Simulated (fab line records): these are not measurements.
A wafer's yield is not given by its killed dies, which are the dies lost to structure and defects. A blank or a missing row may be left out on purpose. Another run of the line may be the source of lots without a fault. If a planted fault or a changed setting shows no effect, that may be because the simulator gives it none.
fab line records	flow nand-harc	part 1 of 2: steps 1 to 23 of 35
record: lots: 5	wafers: 15	last-day: 24
route steps=1159 shown P_CONTACT@246 P_M0@253
lots untouched by any fault: they come from a run of this same line in which no faults occurred
start-h: the number of hours between the record's first day and the start of the first shown wafer of the lot	wait-h: hours since the lot's step before	" same as the row above	L1.1+2: a single row standing in for several wafers	- no value, or no start was given	* or withheld: withheld	< > ~ a bound
route shown NAME@n: a module of which the file shows steps, and the number in the route of the first	usual: the fault-free wafers' mean and standard deviation	same: alike in all rows	chamber/n: place in a boat	sites: readings site by site	_std_site: the values' standard deviation	_edge_site: the outer-site mean with the inner-site mean subtracted	radius-mm: how far each site lies from the wafer's centre	mask NAME#n: copy n	behind: tool/chamber where the wafer was last shaped	hold: what put the lot on hold/how long, in hours/how the hold closed	device: the n, p or np transistor that did not switch	end of line: the same wafers' tests at the end of the route	step lacking rows: just its recipe	killed: count of dies lost to structure and defects at first sort (not the wafer's yield)	map: dies across one wafer; x = killed, . = not, _ = none there
set.NAME: the setting as run; set.NAME@STEP: as run at that earlier step	model.NAME: the simulator's own value behind a step, which no gauge read
lots seen at some steps along the route; tables by step, rows by wafer
services: from which hour (start-h, from the record's first day; less than 0 if before it) a tool's chamber was out of use, for how many hours, and why
== steps ==
step: NHARC_P_CONTACT_PVD_32
recipe: target-thk-a: 50	chamber-pressure-pa: 5	power-w: 5000	substrate-temp-c: 200	time-s: 17.7	material: Ti
usual: throttle-valve-pct: 29.4/1.3
lot.wafer	tool	chamber	start-h	wait-h	throttle-valve-pct
L076.3	pvd-sputter-03	-	-	-	27.5
L076.1	"	-	"	"	30.3
L076.5	"	-	"	"	31.4
L078.3	pvd-sputter-03	-	-	-	29.6
L078.1	"	-	"	"	31.2
L078.6	"	-	"	"	30.3
L087.1	pvd-sputter-01	-	-	-	29.8
L087.4	"	-	"	"	27.1
L087.6	"	-	"	"	29.0
L089.4	pvd-sputter-02	-	-	-	31.8
L089.2	"	-	"	"	28.2
L089.5	"	-	"	"	28.1
L095.2	pvd-sputter-01	-	-	-	29.7
L095.5	"	-	"	"	27.2
L095.6	"	-	"	"	30.0
step: NHARC_P_CONTACT_ALD_22
recipe: target-thk-a: 30	pulse-time-s: 1	ald-cycles: 150	temp-c: 450	material: TiN
usual: heater-power-w: 1110/99	precursor-pulse-height-rel: 1.002/0.023
lot.wafer	tool	chamber	start-h	wait-h	heater-power-w	precursor-pulse-height-rel
L076.1	ald-metal-03	1	122.37	-	1162	1.026
L076.3	"	2	"	"	1051	0.964
L076.5	"	3	"	"	1073	1.006
L078.3	ald-metal-02	3	135.94	-	1298	0.990
L078.1	"	2	"	"	1124	1.011
L078.6	"	3	"	"	1336	0.996
L087.4	ald-metal-01	1	195.66	-	1100	0.996
L087.1	"	2	"	"	1215	0.992
L087.6	"	1	"	"	1096	1.003
L089.4	ald-metal-03	1	211.26	-	1110	0.972
L089.2	"	0	"	"	1069	0.987
L089.5	"	1	"	"	1114	1.036
L095.2	ald-metal-02	1	231.73	-	1195	0.997
L095.6	"	0	"	"	1019	0.980
L095.5	"	1	"	"	1223	0.994
step: NHARC_P_CONTACT_CVD_23
recipe: target-thk-a: 2000	temp-c: 300	pressure-torr: 40	wf6-flow-sccm: 40	h2-flow-sccm: 1600	ar-flow-sccm: 1560	time-s: 557	material: W
usual: heater-power-w: 501/49	mfc-wf6-sccm: 40.00/0.12	throttle-valve-pct: 7.80/0.2
lot.wafer	tool	chamber	start-h	wait-h	heater-power-w	mfc-wf6-sccm	throttle-valve-pct
L076.1	cvd-w-01	1	-	-	455	40.02	7.58
L076.3	"	1	"	"	450	40.02	8.04
L076.5	"	0	"	"	551	40.00	7.43
L078.1	cvd-w-01	1	-	-	446	40.10	7.65
L078.3	"	1	"	"	456	40.05	7.58
L078.6	"	0	"	"	550	39.98	7.43
L087.1	cvd-w-01	1	-	-	445	39.95	7.83
L087.4	"	0	"	"	562	40.06	7.43
L087.6	"	1	"	"	452	40.05	8.09
L089.2	cvd-w-02	0	-	-	531	39.72	7.82
L089.4	"	0	"	"	538	40.02	7.60
L089.5	"	1	"	"	458	39.96	8.00
L095.2	cvd-w-02	1	-	-	452	40.29	7.79
L095.5	"	1	"	"	445	40.21	7.86
L095.6	"	0	"	"	539	40.04	7.77
step: NHARC_P_CONTACT_CMP_24
recipe: t-overpolish-s: 30	target-thk-nm: 200
usual: motor-current-A: 12.1/1.4	overpolish-run-s: 30.001/0.0086	time-to-endpoint-s: 38/3.3
lot.wafer	tool	chamber	start-h	wait-h	motor-current-A	overpolish-run-s	time-to-endpoint-s
L076.1	cmp-04	0	129.34	0.5	12.9	30.006	32
L076.3	"	1	"	"	13.2	30.007	35
L076.5	"	0	"	"	12.6	30.006	35
L078.3	cmp-02	2	139.60	0.4	12.0	30.009	39
L078.1	"	3	"	"	9.8	29.996	38
L078.6	"	3	"	"	10.0	30.015	42
L087.4	cmp-04	0	200.99	0.5	12.6	30.003	31
L087.1	"	1	"	"	13.8	29.993	35
L087.6	"	2	"	"	12.2	30.004	32
L089.2	cmp-02	1	216.66	0.5	13.7	30.007	47
L089.4	"	2	"	"	12.3	30.007	41
L089.5	"	0	"	"	13.8	30.005	45
L095.2	cmp-01	2	232.62	0.6	10.9	29.994	32
L095.6	"	0	"	"	11.7	29.997	38
L095.5	"	1	"	"	10.0	29.992	41
step: NHARC_P_CONTACT_SRD_26
lot.wafer	tool	chamber	start-h	wait-h
L076.3+1+5	wet-bench-09	3,5,7	129.64	0.0
L078.6+3+1	wet-bench-06	7,1,3	139.93	0.0
L087.4+1+6	wet-bench-03	0,1,3	201.27	0.0
L089.5+4+2	wet-bench-03	7,0,1	216.94	0.0
L095.2+5+6	wet-bench-09	3,5,7	232.89	0.0
step: NHARC_P_CONTACT_INSPECT_27
usual: raw-defect-count: 318/130
lot.wafer	tool	chamber	start-h	wait-h	raw-defect-count
L076.1	defect-inspect-01	-	129.72	0.1	271
L076.3	"	-	"	"	355
L076.5	"	-	"	"	271
L078.1	defect-inspect-01	-	140.00	0.1	300
L078.3	"	-	"	"	246
L078.6	"	-	"	"	237
L087.1	defect-inspect-01	-	201.36	0.1	405
L087.4	"	-	"	"	261
L087.6	"	-	"	"	274
L089.2	defect-inspect-02	-	217.01	0.1	230
L089.4	"	-	"	"	351
L089.5	"	-	"	"	448
L095.2	defect-inspect-01	-	232.97	0.1	353
L095.5	"	-	"	"	266
L095.6	"	-	"	"	234
step: NHARC_P_M0_DEP_00
recipe: target-thk-a: 1500	target-thk-nm: 150	temp-c: withheld	pressure-torr: 5	flow-sccm: 200	rf-w: 600	material: SiOC
lot.wafer	tool	chamber	start-h	wait-h
L076.1+3+5	pecvd-02	2,0,0	129.78	0.1
L078.3+1+6	pecvd-03	0,1,2	140.07	0.1
L087.1+6+4	pecvd-03	2,1,2	201.47	0.1
L089.2+5+4	pecvd-02	1,0,2	217.13	0.1
L095.2+6+5	pecvd-03	0,0,1	233.04	0.1
step: NHARC_P_M0_DEHYDRATE_01
recipe: temp-c: 150	time-s: 120
usual: exhaust-pa: 44.9/0.9
lot.wafer	tool	chamber	start-h	wait-h	exhaust-pa
L076.1	litho-track-06	0	130.19	-	45.7
L076.3	"	0	"	"	45.3
L076.5	"	0	"	"	45.0
L078.1	litho-track-06	0	140.48	-	45.7
L078.3	"	0	"	"	46.0
L078.6	"	0	"	"	45.7
L087.1	litho-track-01	0	201.83	-	43.6
L087.4	"	0	"	"	44.8
L087.6	"	0	"	"	45.7
L089.2	litho-track-04	0	217.48	-	43.4
L089.4	"	0	"	"	44.5
L089.5	"	0	"	"	43.8
L095.2	litho-track-06	0	233.44	-	45.9
L095.5	"	0	"	"	45.0
L095.6	"	0	"	"	44.9
step: NHARC_P_M0_HMDS_02
recipe: time-s: 30
usual: exhaust-pa: 44.8/0.81
lot.wafer	tool	chamber	start-h	wait-h	exhaust-pa
L076.1	litho-track-06	0	-	-	44.7
L076.3	"	0	"	"	44.5
L076.5	"	0	"	"	44.2
L078.1	litho-track-06	0	-	-	44.2
L078.3	"	0	"	"	44.3
L078.6	"	0	"	"	44.2
L087.1	litho-track-01	0	-	-	45.1
L087.4	"	0	"	"	45.0
L087.6	"	0	"	"	43.6
L089.2	litho-track-04	0	-	-	44.6
L089.4	"	0	"	"	44.4
L089.5	"	0	"	"	44.7
L095.2	litho-track-06	0	-	-	46.9
L095.5	"	0	"	"	45.0
L095.6	"	0	"	"	46.5
step: NHARC_P_M0_COAT_33
recipe: temp-c: 200	time-s: 65
usual: exhaust-pa: 45.1/0.84
lot.wafer	tool	chamber	start-h	wait-h	exhaust-pa
L076.1	litho-track-06	0	-	-	44.4
L076.3	"	0	"	"	45.4
L076.5	"	0	"	"	45.0
L078.1	litho-track-06	0	-	-	45.0
L078.3	"	0	"	"	44.6
L078.6	"	0	"	"	45.0
L087.1	litho-track-01	0	-	-	46.0
L087.4	"	0	"	"	45.3
L087.6	"	0	"	"	45.8
L089.2	litho-track-04	0	-	-	45.3
L089.4	"	0	"	"	44.0
L089.5	"	0	"	"	45.3
L095.2	litho-track-06	0	-	-	44.3
L095.5	"	0	"	"	45.8
L095.6	"	0	"	"	45.2
step: NHARC_P_M0_COAT_03
recipe: spin-rpm: 1500	resist-thk-nm: 90
usual: exhaust-pa: 44.8/1.1	spin-speed-rpm: 1500.1/1
lot.wafer	tool	chamber	start-h	wait-h	exhaust-pa	spin-speed-rpm
L076.1	litho-track-06	0	-	-	43.9	1502.5
L076.3	"	0	"	"	44.7	1501.2
L076.5	"	0	"	"	45.0	1500.0
L078.1	litho-track-06	0	-	-	45.0	1499.4
L078.3	"	0	"	"	45.3	1498.5
L078.6	"	0	"	"	45.1	1501.3
L087.1	litho-track-01	0	-	-	44.2	1498.5
L087.4	"	0	"	"	43.6	1500.4
L087.6	"	0	"	"	43.8	1500.2
L089.2	litho-track-04	0	-	-	43.6	1500.5
L089.4	"	0	"	"	44.9	1500.8
L089.5	"	0	"	"	44.9	1500.6
L095.2	litho-track-06	0	-	-	44.3	1499.0
L095.5	"	0	"	"	45.9	1501.3
L095.6	"	0	"	"	44.6	1500.7
step: NHARC_P_M0_SOFTBAKE_04
recipe: temp-c: 105	time-s: 55
usual: exhaust-pa: 45.0/0.86
lot.wafer	tool	chamber	start-h	wait-h	exhaust-pa
L076.1	litho-track-06	0	-	-	44.8
L076.3	"	0	"	"	45.4
L076.5	"	0	"	"	44.8
L078.1	litho-track-06	0	-	-	44.3
L078.3	"	0	"	"	44.9
L078.6	"	0	"	"	45.6
L087.1	litho-track-01	0	-	-	45.5
L087.4	"	0	"	"	45.7
L087.6	"	0	"	"	44.5
L089.2	litho-track-04	0	-	-	44.5
L089.4	"	0	"	"	46.0
L089.5	"	0	"	"	44.8
L095.2	litho-track-06	0	-	-	44.2
L095.5	"	0	"	"	44.4
L095.6	"	0	"	"	44.4
step: NHARC_P_M0_EBR_05
usual: exhaust-pa: 44.8/1
lot.wafer	tool	chamber	start-h	wait-h	exhaust-pa
L076.1	litho-track-06	0	-	-	45.0
L076.3	"	0	"	"	44.4
L076.5	"	0	"	"	45.3
L078.1	litho-track-06	0	-	-	45.1
L078.3	"	0	"	"	45.1
L078.6	"	0	"	"	44.6
L087.1	litho-track-01	0	-	-	44.7
L087.4	"	0	"	"	44.4
L087.6	"	0	"	"	43.0
L089.2	litho-track-04	0	-	-	44.3
L089.4	"	0	"	"	45.1
L089.5	"	0	"	"	44.9
L095.2	litho-track-06	0	-	-	46.3
L095.5	"	0	"	"	48.0
L095.6	"	0	"	"	45.2
step: NHARC_P_M0_EXPOSE_06
recipe: na: 1.35	target-cd-nm: 90	dose-mj: 81.28	mask-id: P_M0
usual: exposure-dose-mJ-cm2: 81.27/0.072	stage-vel-mm-s: 499.99/0.26
lot.wafer	tool	chamber	start-h	wait-h	mask	exposure-dose-mJ-cm2	stage-vel-mm-s
L076.1	arfi-scanner-01	0	130.48	-	P_M0#0	81.32	499.80
L076.3	"	0	"	"	P_M0#0	81.40	500.09
L076.5	"	0	"	"	P_M0#0	81.26	499.70
L078.1	arfi-scanner-01	0	140.76	-	P_M0#0	81.25	499.41
L078.3	"	0	"	"	P_M0#0	81.29	499.62
L078.6	"	0	"	"	P_M0#0	81.50	500.12
L087.1	arfi-scanner-02	0	201.99	-	P_M0#0	81.18	499.71
L087.4	"	0	"	"	P_M0#0	81.17	499.52
L087.6	"	0	"	"	P_M0#0	81.17	499.54
L089.2	arfi-scanner-03	0	217.78	-	P_M0#0	81.28	499.57
L089.4	"	0	"	"	P_M0#0	81.31	499.85
L089.5	"	0	"	"	P_M0#0	81.25	500.14
L095.2	arfi-scanner-02	0	233.73	-	P_M0#0	81.25	500.41
L095.5	"	0	"	"	P_M0#0	81.21	499.90
L095.6	"	0	"	"	P_M0#0	81.22	500.07
step: NHARC_P_M0_PEB_07
recipe: peb-temp-c: 100	peb-time-s: 65
usual: exhaust-pa: 45.1/0.81
lot.wafer	tool	chamber	start-h	wait-h	exhaust-pa
L076.1	litho-track-06	0	130.54	0.1	45.0
L076.3	"	0	"	"	46.4
L076.5	"	0	"	"	45.8
L078.1	litho-track-01	0	140.82	0.1	43.9
L078.3	"	0	"	"	43.7
L078.6	"	0	"	"	45.1
L087.1	litho-track-04	0	202.05	0.1	45.4
L087.4	"	0	"	"	45.2
L087.6	"	0	"	"	44.5
L089.2	litho-track-01	0	217.83	0.1	44.5
L089.4	"	0	"	"	43.8
L089.5	"	0	"	"	45.1
L095.2	litho-track-06	0	233.79	0.1	45.0
L095.5	"	0	"	"	44.9
L095.6	"	0	"	"	45.9
step: NHARC_P_M0_DEVELOP_08
recipe: develop-time-s: 35	dev-temp-c: 23
usual: exhaust-pa: 45.0/0.93
lot.wafer	tool	chamber	start-h	wait-h	exhaust-pa
L076.1	litho-track-06	0	-	-	45.6
L076.3	"	0	"	"	45.2
L076.5	"	0	"	"	45.8
L078.1	litho-track-01	0	-	-	47.0
L078.3	"	0	"	"	44.8
L078.6	"	0	"	"	45.9
L087.1	litho-track-04	0	-	-	43.8
L087.4	"	0	"	"	44.9
L087.6	"	0	"	"	44.1
L089.2	litho-track-01	0	-	-	43.8
L089.4	"	0	"	"	44.7
L089.5	"	0	"	"	44.9
L095.2	litho-track-06	0	-	-	44.4
L095.5	"	0	"	"	43.4
L095.6	"	0	"	"	43.2
step: NHARC_P_M0_CD_MEAS_09
recipe: target-cd-nm: 90	landing-energy-ev: 500
usual: cd-nm: 89.5/0.66
lot.wafer	tool	chamber	start-h	wait-h	cd-nm
L076.1	cd-sem-02	0	130.62	-	90.6
L076.3	"	0	"	"	89.3
L076.5	"	0	"	"	89.7
L078.1	cd-sem-01	0	140.90	-	90.4
L078.3	"	0	"	"	89.4
L078.6	"	0	"	"	90.5
L087.1	cd-sem-01	0	202.13	-	89.7
L087.4	"	0	"	"	90.1
L087.6	"	0	"	"	90.0
L089.2	cd-sem-03	0	217.91	-	89.2
L089.4	"	0	"	"	90.0
L089.5	"	0	"	"	89.8
L095.2	cd-sem-03	0	233.87	-	88.5
L095.5	"	0	"	"	89.6
L095.6	"	0	"	"	89.6
step: NHARC_P_M0_OVL_MEAS_10
recipe: pitch-nm: 180
usual: overlay-x-nm: 0.1/0.85	overlay-y-nm: 0.2/0.87
lot.wafer	tool	chamber	start-h	wait-h	overlay-x-nm	overlay-y-nm
L076.1	overlay-02	-	130.72	-	-0.6	-1.9
L076.3	"	-	"	"	0.5	-2.2
L076.5	"	-	"	"	-0.4	-1.6
L078.1	overlay-02	-	140.99	-	0.9	0.8
L078.3	"	-	"	"	0.7	0.9
L078.6	"	-	"	"	0.5	1.1
L087.1	overlay-02	-	202.22	-	0.2	0.2
L087.4	"	-	"	"	-0.2	0.1
L087.6	"	-	"	"	0.3	0.3
L089.2	overlay-02	-	218.00	-	-0.2	0.8
L089.4	"	-	"	"	0.5	1.3
L089.5	"	-	"	"	0.3	1.0
L095.2	overlay-02	-	233.96	-	0.3	0.3
L095.5	"	-	"	"	-0.1	0.6
L095.6	"	-	"	"	-0.5	0.7
step: NHARC_P_M0_INSPECT_11
usual: raw-defect-count: 3.6/2.2
lot.wafer	tool	chamber	start-h	wait-h	raw-defect-count
L076.1	defect-inspect-01	-	130.75	0.0	1
L076.3	"	-	"	"	3
L076.5	"	-	"	"	2
L078.1	defect-inspect-01	-	141.03	0.0	2
L078.3	"	-	"	"	0
L078.6	"	-	"	"	2
L087.1	defect-inspect-02	-	202.26	0.0	0
L087.4	"	-	"	"	3
L087.6	"	-	"	"	4
L089.2	defect-inspect-02	-	218.04	0.0	1
L089.4	"	-	"	"	2
L089.5	"	-	"	"	2
L095.2	defect-inspect-02	-	233.99	0.0	3
L095.5	"	-	"	"	4
L095.6	"	-	"	"	2
step: NHARC_P_M0_DESCUM_14
recipe: time-s: 3	o2-flow-sccm: 200	ar-flow-sccm: 0	bias-power-w: 0	chemistry: O2
usual: drypump-motor-current-A: 5.7/0.36	oes-product-au: 1.003/0.011	rf-vpp-V: 57.8/0.9	showerhead-plenum-p-Torr: 1.94/0.089	throttle-valve-pct: 11.312/0.0095
lot.wafer	tool	chamber	start-h	wait-h	drypump-motor-current-A	oes-product-au	rf-hours-counter-h	rf-vpp-V	showerhead-plenum-p-Torr	throttle-valve-pct
L076.1	rie-diel-02	3	130.82	0.1	4.8	1.001	10	58.4	2.02	11.296
L076.3	"	0	"	"	5.5	1.016	11	58.2	1.96	11.301
L076.5	"	2	"	"	5.6	1.008	-	57.3	2.01	11.289
L078.3	rie-diel-13	0	141.10	0.1	5.9	1.000	0	58.5	1.79	11.314
L078.1	"	1	"	"	5.8	1.013	0	57.4	1.99	11.316
L078.6	"	0	"	"	5.9	1.004	-	55.9	1.79	11.327
L087.4	rie-diel-13	1	202.33	0.1	5.8	0.998	3	57.3	1.99	11.322
L087.1	"	2	"	"	6.0	0.999	4	57.4	1.78	11.315
L087.6	"	0	"	"	5.9	1.003	-	58.2	1.79	11.303
L089.4	rie-diel-13	2	218.11	0.1	6.1	1.001	5	57.3	1.78	11.307
L089.2	"	0	"	"	6.0	1.007	5	57.0	1.79	11.304
L089.5	"	2	"	"	6.0	1.013	-	57.2	1.78	11.308
L095.2	rie-diel-13	2	234.06	0.1	6.1	1.000	7	59.8	1.78	11.300
L095.5	"	1	"	"	5.8	1.002	-	57.9	1.99	11.336
L095.6	"	3	"	"	5.9	0.989	-	58.9	1.96	11.320
step: NHARC_P_M0_ETCH_34
recipe: target-depth-a: 400	overetch-a: 120	time-s: 43.94	ion-energy-ev: 200	n2-flow-sccm: 150	h2-flow-sccm: 150	ar-flow-sccm: 0	rf-w: 400	bias-w: 150	chemistry: N2/H2
usual: drypump-motor-current-A: 5.7/0.37	n2-flow-sccm: 150.1/0.41	oes-product-au: 1.003/0.011	rf-vpp-V: 431.4/2.9	showerhead-plenum-p-Torr: 2.08/0.099	throttle-valve-pct: 14.171/0.0094
lot.wafer	tool	chamber	start-h	wait-h	drypump-motor-current-A	n2-flow-sccm	oes-product-au	rf-hours-counter-h	rf-vpp-V	showerhead-plenum-p-Torr	throttle-valve-pct
L076.1	rie-diel-02	1	130.91	0.1	5.8	149.7	1.022	12	430.5	2.09	14.179
L076.3	"	2	"	"	5.6	149.2	1.002	12	433.1	2.15	14.152
L076.5	"	0	"	"	5.5	149.8	1.019	-	431.7	2.09	14.164
L078.3	rie-diel-13	1	141.18	0.1	5.8	149.8	1.000	0	431.4	2.13	14.168
L078.1	"	2	"	"	6.1	150.1	1.002	0	426.2	1.90	14.183
L078.6	"	0	"	"	5.9	150.3	1.001	-	427.5	1.91	14.173
L087.4	rie-diel-13	0	202.40	0.1	5.9	149.3	1.007	4	427.6	1.91	14.161
L087.1	"	3	"	"	5.9	149.6	0.985	4	433.0	2.09	14.168
L087.6	"	1	"	"	5.8	150.3	1.000	-	431.1	2.13	14.177
L089.2	rie-diel-13	3	218.18	0.1	5.9	150.5	0.985	5	431.5	2.09	14.187
L089.4	"	2	"	"	6.1	150.3	0.996	5	425.2	1.89	14.177
L089.5	"	0	"	"	5.9	149.4	1.002	-	427.5	1.90	14.171
L095.2	rie-diel-13	2	234.17	0.1	6.1	150.6	0.993	7	426.7	1.89	14.180
L095.6	"	3	"	"	5.9	149.8	0.977	-	434.6	2.09	14.170
L095.5	"	2	"	"	6.1	149.2	1.000	-	426.5	1.89	14.167
step: NHARC_P_M0_ETCH_15
recipe: target-depth-a: 1500	overetch-a: 150	time-s: 82.5	c4f8-flow-sccm: withheld	ar-flow-sccm: 400	rf-w: 600	bias-w: 300	chemistry: C4F8/Ar
usual: oes-product-au: 0.961/0.021	rf-vpp-V: 441.9/2.8
lot.wafer	tool	chamber	start-h	wait-h	oes-product-au	rf-hours-counter-h	rf-vpp-V
L076.3	rie-diel-02	0	-	-	0.975	11	440.9
L076.1	"	1	"	"	0.984	12	442.5
L076.5	"	2	"	"	0.953	-	443.3
L078.3	rie-diel-13	3	-	-	0.947	0	442.2
L078.1	"	2	"	"	0.979	0	437.3
L078.6	"	3	"	"	0.940	-	440.5
L087.1	rie-diel-13	3	-	-	0.962	4	442.3
L087.4	"	0	"	"	0.967	4	437.3
L087.6	"	3	"	"	0.953	-	442.0
L089.4	rie-diel-13	0	-	-	0.980	5	436.6
L089.2	"	1	"	"	0.954	4	445.5
L089.5	"	3	"	"	0.950	-	441.1
L095.2	rie-diel-13	3	-	-	0.909	7	443.0
L095.6	"	3	"	"	0.917	-	442.6
L095.5	"	1	"	"	0.922	-	442.9
step: NHARC_P_M0_CD_MEAS_16
usual: cd-nm: 89.5/0.94
lot.wafer	tool	chamber	start-h	wait-h	cd-nm
L076.1	cd-sem-01	-	131.12	-	91.2
L076.3	"	-	"	"	90.4
L076.5	"	-	"	"	89.3
L078.1	cd-sem-03	-	141.39	-	89.7
L078.3	"	-	"	"	90.3
L078.6	"	-	"	"	90.2
L087.1	cd-sem-03	-	202.62	-	91.1
L087.4	"	-	"	"	89.2
L087.6	"	-	"	"	89.6
L089.2	cd-sem-03	-	218.40	-	89.2
L089.4	"	-	"	"	90.8
L089.5	"	-	"	"	90.8
L095.2	cd-sem-02	-	234.40	-	89.4
L095.5	"	-	"	"	89.8
L095.6	"	-	"	"	90.4
